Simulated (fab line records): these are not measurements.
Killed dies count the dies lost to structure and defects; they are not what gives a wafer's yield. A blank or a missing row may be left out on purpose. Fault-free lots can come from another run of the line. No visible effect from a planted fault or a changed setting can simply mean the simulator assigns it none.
Matching of chambers / flow nand_harc / cmp-01 running NHARC_A_SGD_CUT_CMP_21: 4 sister chambers
The step polishes, target thk 148.19 nm. 16 wafers are shown with their chamber, then 8 later ones without.

## WAFERS PAIRED WITH THEIR CHAMBERS
wafer=L074.1; chamber=1; motor_current_A (A)=12.5; time_to_endpoint_s (s)=52
wafer=L074.3; chamber=2; motor_current_A (A)=14.1; time_to_endpoint_s (s)=48
wafer=L074.4; chamber=0; motor_current_A (A)=11.7; time_to_endpoint_s (s)=52
wafer=L077.1; chamber=3; motor_current_A (A)=13.3; time_to_endpoint_s (s)=49
wafer=L077.3; chamber=2; motor_current_A (A)=14.0; time_to_endpoint_s (s)=46
wafer=L077.4; chamber=1; motor_current_A (A)=12.9; time_to_endpoint_s (s)=50
wafer=L077.2; chamber=0; motor_current_A (A)=12.0; time_to_endpoint_s (s)=49
wafer=L077.5; chamber=1; motor_current_A (A)=12.8; time_to_endpoint_s (s)=49
wafer=L077.6; chamber=2; motor_current_A (A)=14.0; time_to_endpoint_s (s)=47
wafer=L084.2; chamber=0; motor_current_A (A)=11.3; time_to_endpoint_s (s)=49
wafer=L084.3; chamber=1; motor_current_A (A)=12.6; time_to_endpoint_s (s)=50
wafer=L084.6; chamber=3; motor_current_A (A)=13.2; time_to_endpoint_s (s)=50
wafer=L087.3; chamber=0; motor_current_A (A)=11.0; time_to_endpoint_s (s)=53
wafer=L087.4; chamber=1; motor_current_A (A)=13.6; time_to_endpoint_s (s)=52
wafer=L087.6; chamber=0; motor_current_A (A)=11.6; time_to_endpoint_s (s)=54
wafer=L087.1; chamber=3; motor_current_A (A)=13.6; time_to_endpoint_s (s)=53

SIGNATURES (averages over the wafers above)
reading=motor_current_A; chamber 0=11.520; chamber 1=12.880; chamber 2=14.033; chamber 3=13.367; scatter within a chamber=0.345
reading=time_to_endpoint_s; chamber 0=51.40; chamber 1=50.60; chamber 2=47.00; chamber 3=50.67; scatter within a chamber=1.8
Rule: for a wafer and a chamber, the distance is found by dividing, reading by reading, the gap between the wafer's reading and the chamber's mean by the reading's scatter, squaring, summing and taking the root. The wafer belongs to the nearest chamber; if the next one is less than 2 further off, it can't be placed. How the scatter is found: for the shown wafers, subtract from each reading the mean of its chamber, square and add these, divide the total by (wafers less chambers), then take the root.

## WAFERS WITH NO CHAMBER GIVEN
wafer=L087.2; motor_current_A (A)=13.8; time_to_endpoint_s (s)=51
wafer=L087.5; motor_current_A (A)=12.5; time_to_endpoint_s (s)=52
wafer=L094.1; motor_current_A (A)=12.4; time_to_endpoint_s (s)=51
wafer=L094.2; motor_current_A (A)=13.5; time_to_endpoint_s (s)=48
wafer=L094.6; motor_current_A (A)=12.7; time_to_endpoint_s (s)=48
wafer=L094.3; motor_current_A (A)=13.3; time_to_endpoint_s (s)=49
wafer=L094.4; motor_current_A (A)=11.8; time_to_endpoint_s (s)=47
wafer=L094.5; motor_current_A (A)=13.5; time_to_endpoint_s (s)=47

## EACH ONE'S CHAMBER
wafer=L087.2; from the rows above=can't be placed: 3 or 2 or 1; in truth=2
wafer=L087.5; from the rows above=can't be placed: 1 or 3 or 0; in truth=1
wafer=L094.1; from the rows above=can't be placed: 1 or 0 or 3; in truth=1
wafer=L094.2; from the rows above=can't be placed: 3 or 2 or 1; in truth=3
wafer=L094.6; from the rows above=can't be placed: 1 or 3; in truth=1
wafer=L094.3; from the rows above=can't be placed: 3 or 1 or 2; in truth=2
wafer=L094.4; from the rows above=can't be placed: 0 or 1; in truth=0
wafer=L094.5; from the rows above=can't be placed: 2 or 3 or 1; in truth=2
Placed correctly: 0 of 8. Cannot be placed on the basis of these rows: 8; the candidates contain the true chamber in 8. 0 placed wrongly.
